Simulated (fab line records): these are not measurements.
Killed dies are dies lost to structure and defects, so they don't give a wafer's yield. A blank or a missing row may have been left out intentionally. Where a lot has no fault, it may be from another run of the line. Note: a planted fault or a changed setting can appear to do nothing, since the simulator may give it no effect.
What tool caused it?    flow nandHarc    12 lots, 36 wafers sampled, at 6 steps of a route of 1159

== WHAT EACH GAUGE READ, for each wafer ==
NHARC_P_STI_INSPECT_11. Usual: 6 for rawDefectCount, sd 3.3.
lot   measured     on                rawDefectCount  flag
L459  day 2 16:02  defectInspect-01  9 8 3           
L460  day 2 15:52  defectInspect-02  5 5 1           
L461  day 3 03:52  defectInspect-02  7 8 12          
L462  day 3 04:03  defectInspect-02  5 1 2           
L464  day 3 19:14  defectInspect-02  5 3 3           
L466  day 4 05:08  defectInspect-02  10 5 1          
L467  day 4 12:59  defectInspect-02  3 3 8           
L473  day 6 01:41  defectInspect-01  747 754 766     OFF
L474  day 6 01:52  defectInspect-02  770 732 786     OFF
L478  day 7 08:53  defectInspect-01  6 9 6           
L479  day 7 09:03  defectInspect-01  4 1 11          
L481  day 7 23:08  defectInspect-01  4 4 7           

NHARC_P_STI_OCD_MEAS_17. Usual: trenchDepthNm 302 nm, standard deviation 3.6; trenchFootCdNm 156.2 nm, standard deviation 2.2.
lot   measured     on      trenchDepthNm (nm)  trenchFootCdNm (nm)  flag
L459  day 2 16:44  ocd-01  299 304 299         152.5 150.2 155.6    
L460  day 2 16:32  ocd-02  302 296 301         156.0 160.8 155.8    
L461  day 3 04:32  ocd-01  296 302 301         158.2 157.1 156.5    
L462  day 3 04:43  ocd-02  309 301 306         153.7 156.9 154.4    
L464  day 3 19:54  ocd-02  304 304 299         157.6 156.7 156.4    
L466  day 4 05:49  ocd-01  301 302 298         155.5 155.7 159.4    
L467  day 4 13:39  ocd-01  302 299 300         158.6 156.2 157.5    
L473  day 6 02:21  ocd-02  307 307 304         156.9 155.0 156.7    
L474  day 6 02:35  ocd-02  303 302 306         154.5 156.2 151.5    
L478  day 7 09:33  ocd-01  299 299 301         157.3 157.2 155.5    
L479  day 7 09:50  ocd-01  294 298 298         154.0 154.9 158.0    
L481  day 7 23:47  ocd-02  302 306 304         157.3 154.8 157.1    

NHARC_END_SORT_01. Usual: killedAtArray 26, standard deviation 9; killedAtOther 0.8, standard deviation 1.2; killedAtPeriphery 3.2, standard deviation 2.3; killedDies 30, standard deviation 9.1; killedOpen 3.5, standard deviation 2; killedShort 1.8, standard deviation 1.4.
lot   measured      on         killedAtArray  killedAtOther  killedAtPeriphery  killedDies  killedOpen  killedShort  flag
L466  day 21 01:21  prober-01  27 34 19       2 5 2          7 5 3              36 44 24    5 2 3       4 3 0        
L473  day 22 17:58  prober-01  39 37 21       1 0 0          44 70 93           84 107 114  3 1 5       2 4 1        OFF
L474  day 23 04:27  prober-02  15 9 13        0 0 1          41 74 32           56 83 46    7 1 2       2 2 3        OFF

== WHICH TOOL RAN EACH LOT (tool, then ch and the chambers of the sampled wafers, then the start) ==
lot   NHARC_P_ZERO_WELL_ETCH_62                    NHARC_P_STI_ETCH_26                NHARC_P_STI_ETCH_31
L459  rieDiel-01 ch 1,2, day 1 20:13 or earlier    wetBench-09 ch 2,3,5, day 1 20:13  rieDiel-11 ch 0,1,2, day 2 16:44 or earlier
L460  rieDiel-10 ch 1,2, day 2 01:53 or earlier    wetBench-06 ch 2,3,4, day 2 01:53  rieDiel-11 ch 1,2,3, day 2 16:32 or earlier
L461  rieDiel-04 ch 0,2,3, day 2 07:34 or earlier  wetBench-09 ch 2,4,5, day 2 07:34  rieDiel-05 ch 2,3, day 3 04:32 or earlier
L462  rieDiel-10 ch 1,2,3, day 2 13:38 or earlier  wetBench-06 ch 2,6,7, day 2 13:38  rieDiel-11 ch 0,3, day 3 04:43 or earlier
L464  rieDiel-10 ch 0,1, day 3 01:46 or earlier    wetBench-09 ch 0,6,7, day 3 01:46  rieDiel-11 ch 0,3, day 3 19:54 or earlier
L466  rieDiel-10 ch 0,2,3, day 3 13:45 or earlier  wetBench-06 ch 0,1,7, day 3 13:45  rieDiel-03 ch 2,3, day 4 05:49 or earlier
L467  rieDiel-01 ch 2,3, day 3 20:25 or earlier    wetBench-09 ch 0,2,6, day 3 20:25  rieDiel-11 ch 0,1,3, day 4 13:39 or earlier
L473  rieDiel-01 ch 0,2, day 5 08:01 or earlier    wetBench-04 ch 3,4,5, day 5 08:01  rieDiel-03 ch 0,2,3, day 6 02:21 or earlier
L474  rieDiel-01 ch 0,1, day 5 13:39 or earlier    wetBench-04 ch 1,4,6, day 5 13:39  rieDiel-11 ch 2,3, day 6 02:35 or earlier
L478  rieDiel-10 ch 0,1, day 6 13:37 or earlier    wetBench-09 ch 5,6,7, day 6 13:37  rieDiel-03 ch 0,1,3, day 7 09:33 or earlier
L479  rieDiel-01 ch 1,2,3, day 6 19:29 or earlier  wetBench-06 ch 0,3,5, day 6 19:29  rieDiel-11 ch 1,3, day 7 09:50 or earlier
L481  rieDiel-04 ch 2,3, day 7 07:43 or earlier    wetBench-09 ch 0,4,7, day 7 07:43  rieDiel-11 ch 1,2,3, day 7 23:47 or earlier
- NHARC_P_ZERO_WELL_ETCH_62: etches the open film in CHF3/Ar, target depth 13 nm, time 6.5 s.
- NHARC_P_STI_ETCH_26: etches SiO2 in dHF, target depth 11 nm.
- NHARC_P_STI_ETCH_31: etches the open film in CF4/CHF3, target depth 108.9 nm, time 54.5 s.

== AS READ BY THE TOOLS THEMSELVES (means over the sampled wafers that have a number; for cases with no such wafer, the mark the record gives instead) ==
NHARC_P_ZERO_WELL_ETCH_62. Usual: drypumpMotorCurrentA 5.7 A, standard deviation 0.44; mfcArSccm 200.0 sccm, standard deviation 0.62; oesProductAu 0.957 a.u., standard deviation 0.018; rfVppV 371.8 V, standard deviation 2; showerheadPlenumPTorr 2.40 Torr, standard deviation 0.079; throttleValvePct 20.216 %, standard deviation 0.0091.
lot   tool        drypumpMotorCurrentA (A)  mfcArSccm (sccm)  oesProductAu (a.u.)  rfVppV (V)  showerheadPlenumPTorr (Torr)  throttleValvePct (%)  flag
L459  rieDiel-01  5.5                       200.1             0.967                371.4       2.35                          20.212                
L460  rieDiel-10  5.4                       199.6             0.969                373.8       2.48                          20.214                
L461  rieDiel-04  5.5                       200.3             0.963                370.5       2.35                          20.218                
L462  rieDiel-10  5.4                       200.4             0.964                373.8       2.48                          20.207                
L464  rieDiel-10  5.8                       200.9             0.953                369.3       2.32                          20.215                
L466  rieDiel-10  5.5                       200.1             0.956                372.2       2.42                          20.210                
L467  rieDiel-01  6.3                       199.7             0.956                371.8       2.39                          20.211                
L473  rieDiel-01  6.4                       200.2             0.939                373.0       2.44                          20.207                
L474  rieDiel-01  6.1                       200.0             0.947                373.3       2.46                          20.209                
L478  rieDiel-10  5.6                       200.4             0.978                370.9       2.37                          20.213                
L479  rieDiel-01  5.9                       200.8             0.954                371.1       2.37                          20.217                
L481  rieDiel-04  5.4                       199.6             0.936                370.6       2.34                          20.217                

NHARC_P_STI_ETCH_31. Usual: drypumpMotorCurrentA 5.6 A, standard deviation 0.31; mfcArSccm 0.004 sccm, standard deviation 0.0071; oesProductAu 0.962 a.u., standard deviation 0.019; rfVppV 371.4 V, standard deviation 1.9; showerheadPlenumPTorr 1.60 Torr, standard deviation 0.05; throttleValvePct 16.802 %, standard deviation 0.0094.
lot   tool        drypumpMotorCurrentA (A)  mfcArSccm (sccm)  oesProductAu (a.u.)  rfVppV (V)  showerheadPlenumPTorr (Torr)  throttleValvePct (%)  flag
L459  rieDiel-11  5.5                       0.000             0.979                371.2       1.59                          16.801                
L460  rieDiel-11  5.3                       0.000             0.971                371.1       1.61                          16.811                
L461  rieDiel-05  5.5                       0.000             0.965                369.6       1.55                          16.805                
L462  rieDiel-11  5.4                       0.000             0.974                369.3       1.58                          16.794                
L464  rieDiel-11  5.6                       0.000             0.963                370.3       1.56                          16.805                
L466  rieDiel-03  5.4                       0.007             0.973                373.5       1.65                          16.805                
L467  rieDiel-11  5.4                       0.000             0.981                370.5       1.57                          16.799                
L473  rieDiel-03  5.6                       0.005             0.919                371.8       1.61                          16.801                
L474  rieDiel-11  5.4                       0.000             0.969                372.5       1.63                          16.813                
L478  rieDiel-03  5.8                       0.009             0.959                371.9       1.62                          16.805                
L479  rieDiel-11  5.2                       0.000             0.963                370.8       1.59                          16.801                
L481  rieDiel-11  5.3                       0.000             0.987                371.5       1.61                          16.797                

== THE ANSWER, worked out from the rows above alone ==
Rule: lot off if the mean of its wafers having a number is beyond 3 standard deviations from the usual mean. Also off: a lot with no number at a reading for which 4 or more lots have one. Where the step has rows for the other lots, those lots are counted as sound. The gauges are gone through in route order, then the tools' own readings, and for those a lot's mean is taken as printed above. At the first step where some lot is off, the reading lying furthest off is the one used; lots without a number count as furthest.
Off: L473, L474 (NHARC_P_STI_INSPECT_11, rawDefectCount).
If a tool, at a process step before that reading, ran all the lots that are off and no sound lot after the first of them, it fits. The gauges at NHARC_P_STI_INSPECT_11 aren't tried: what is off there is off at NHARC_END_SORT_01 too, on other tools, and a gauge's error can't cause that. NHARC_P_ZERO_WELL_ETCH_62 gives no start for some lots, so the hours and the order of its lots are those of NHARC_P_STI_ETCH_26. One candidate fits, namely wetBench-04 at NHARC_P_STI_ETCH_26. It ran no sound lot before its first lot that is off in this sample, so the start can't be narrowed down.

== WHAT HAD BEEN PUT IN BY THE SIMULATOR ==
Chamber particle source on wetBench-04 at NHARC_P_STI_ETCH_26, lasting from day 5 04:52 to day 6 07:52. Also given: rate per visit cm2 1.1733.
Struck lots among those shown: L473, L474. This agrees with what the rule above found.
